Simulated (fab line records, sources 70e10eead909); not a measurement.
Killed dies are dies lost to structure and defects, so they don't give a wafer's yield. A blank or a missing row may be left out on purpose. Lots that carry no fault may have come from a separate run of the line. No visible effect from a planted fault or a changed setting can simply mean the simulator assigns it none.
A lot that was struck, set against a sound lot -- flow nand-harc -- 41 out of 1302 route steps
Sound: the wafers L430.1, L430.3, L430.5. Wafers L444.2, L444.4, L444.6 were the ones struck. At the end, the cause is stated.
For every step that has rows: the tool of each side, followed by ch and its chambers, followed by its first start. Under that, the readings that differ: sound wafers -- struck wafers -- difference of the means -- sigmas: that difference in standard deviations of wafers without a fault.
alike: words and numbers the same on both sides, and readings whose means are apart by under 2 such deviations; not compared: readings that were withheld, readings missing a value for some wafer, numbers with overlapping values and no deviation given by the record, and bounds like >300 which may hide the same value.
The two part at a step that has a row with sigmas, a row that says differs or no value, or rows on one side only. Non-overlapping numbers with no deviation appear without sigmas and do not part them. Lack of a reading on every wafer of one side parts them only where that side has two or more wafers.

first, 5 steps without rows for these wafers: NHARC_P_M2_SOFTBAKE_04 (time 55 s); NHARC_P_M2_EBR_05; NHARC_P_M2_EXPOSE_06 (exposes mask P M2, target cd 170 nm); NHARC_P_M2_PEB_07 (peb time 65 s); NHARC_P_M2_DEVELOP_08 (develop time 35 s).
NHARC_P_M2_CD_MEAS_09: target cd 170 nm.
  sound on cd-sem-03 ch 0, day 6 13:44; struck on cd-sem-01 ch 0, day 12 15:16
  alike: cd-nm
NHARC_P_M2_OVL_MEAS_10: pitch 340 nm.
  sound: overlay-01 at day 6 13:49; struck: overlay-02 at day 12 15:22
  alike: overlay-x-nm, overlay-y-nm
NHARC_P_M2_INSPECT_11:
  sound: defect-inspect-02 at day 6 13:51; struck: defect-inspect-01 at day 12 15:24
reading,sound,struck,difference,sigmas
raw-defect-count,15 13 9,1 4 4,-9,-3
then, 1 step without rows for these wafers: NHARC_P_M2_DESCUM_14 (chemistry O2, time 3 s).
NHARC_P_M2_ETCH_35: etches the open film in N2/H2, target depth 40 nm, overetch 12 nm, time 43.94 s.
  sound on rie-diel-04 ch 1,3, day 6 14:01; struck on rie-diel-01 ch 0,2,3, day 12 15:33
  alike: drypump-motor-current-A, oes-product-au, rf-vpp-V, showerhead-plenum-p-Torr, throttle-valve-pct
  not compared: rf-hours-counter-h
then, 1 step without rows for these wafers: NHARC_P_M2_ETCH_15 (etches the open film in C4F8/Ar, target depth 182.5 nm, time 91.2 s).
NHARC_P_M2_CD_MEAS_16:
  sound: cd-sem-03 at day 6 14:14; struck: cd-sem-03 at day 12 15:47
  alike: cd-nm
NHARC_P_M2_STRIP_18: strips in N2/H2.
  sound on rie-diel-01 ch 0,1, day 6 14:19; struck on rie-diel-04 ch 0,1,3, day 12 15:51
  alike: drypump-motor-current-A, oes-product-au, rf-vpp-V, showerhead-plenum-p-Torr, throttle-valve-pct
  not compared: rf-hours-counter-h
then, 3 steps without rows for these wafers: NHARC_P_M2_ETCH_28 (etches the open film in CF4/N2, target depth 30 nm, time 72.99 s); NHARC_P_M2_STRIP_19 (strips in post etch residue remover, time 600 s); NHARC_P_M2_DEGAS_29 (time 60 s).
NHARC_P_M2_PRE_CLEAN_30: time 30 s.
  sound on pvd-sputter-03; struck on pvd-sputter-02
  alike: heater-power-w
then, 1 step without rows for these wafers: NHARC_P_M2_PVD_20 (deposits TaN, target thk 5 nm, time 8.06 s).
NHARC_P_M2_PVD_21: deposits Cu, target thk 30 nm, time 20.49 s.
  sound on pvd-sputter-03; struck on pvd-sputter-02
  alike: throttle-valve-pct
then, 3 steps without rows for these wafers: NHARC_P_M2_ECD_22 (material Cu, target thk 400 nm); NHARC_P_M2_ANNEAL_31 (time 90 s); NHARC_P_M2_CMP_23 (polishes, t overpolish 20 s, target thk 144.3 nm).
NHARC_P_M2_THK_MEAS_24: measures by xrf.
  sound: film-metro-02 at day 6 16:21; struck: film-metro-02 at day 12 17:55
reading,sound,struck,difference,sigmas
thk-nm (nm),145.1 140.8 142.9,147.2 147.5 146.7,+4.2,+2
then, 2 steps without rows for these wafers: NHARC_P_M2_SRD_25; NHARC_P_M2_PRE_CLEAN_32 (time 12 s).
NHARC_P_M2_DEP_33: deposits SiCN, target thk 30 nm.
  sound on pecvd-04 ch 0,2, day 6 16:39; struck on pecvd-01 ch 0,1,2, day 12 18:13
  alike: chamber-pressure-Torr, heater-power-w, showerhead-vpp-V
then, 1 step without rows for these wafers: NHARC_P_BONDPAD_DEP_00 (deposits SiCN, target thk 250 nm).
NHARC_P_BONDPAD_CMP_32: polishes SiCN, target thk 200 nm.
  sound on cmp-04 ch 2,3, day 6 17:28; struck on cmp-04 ch 2,3, day 12 19:04
  alike: edge-zone-pressure-frac, motor-current-A, retaining-ring-pressure-frac, slurry-filter-dp-kPa
NHARC_P_BONDPAD_THK_MEAS_33: measures by ellipsometry.
  sound: film-metro-02 at day 6 17:43; struck: film-metro-01 at day 12 19:19
  alike: thk-nm
then, 10 steps without rows for these wafers: NHARC_P_BONDPAD_SRD_34; NHARC_P_BONDPAD_DEHYDRATE_01 (time 120 s); NHARC_P_BONDPAD_HMDS_02 (time 30 s); NHARC_P_BONDPAD_COAT_36 (time 65 s); NHARC_P_BONDPAD_COAT_03 (resist thk 600 nm); NHARC_P_BONDPAD_SOFTBAKE_04 (time 70 s); NHARC_P_BONDPAD_EBR_05; NHARC_P_BONDPAD_EXPOSE_06 (exposes mask P BPAD); NHARC_P_BONDPAD_PEB_07 (peb time 80 s); NHARC_P_BONDPAD_DEVELOP_08 (time 50 s).
NHARC_P_BONDPAD_CD_MEAS_09: target cd 500 nm.
  sound on cd-sem-01 ch 0, day 6 18:10; struck on cd-sem-02 ch 0, day 12 19:53
  alike: cd-nm
-- record jumps: 18 days between struck wafers' starts before vs after; left off in module P_BONDPAD, resumes in module END, first step shown is number 1302 of the route --
NHARC_END_SORT_01:
  sound on prober-02 ch 0, day 24 05:50; struck on prober-01 ch 0, day 30 10:29
reading,sound,struck,difference,sigmas
defect-limited-yield (%),92.8 93.5 92.2,85.5 83.3 84.8,-8.3,-5
killed-at-periphery,11 13 5,49 74 69,+54,+21
killed-dies,49 44 53,98 113 103,+56,+5
  alike: killed-at-array, killed-at-other, killed-open, killed-short

== WHERE THEY PART ==
Last at NHARC_END_SORT_01 as far as this record goes, first at NHARC_P_M2_INSPECT_11.

WHY: what the simulator had put in
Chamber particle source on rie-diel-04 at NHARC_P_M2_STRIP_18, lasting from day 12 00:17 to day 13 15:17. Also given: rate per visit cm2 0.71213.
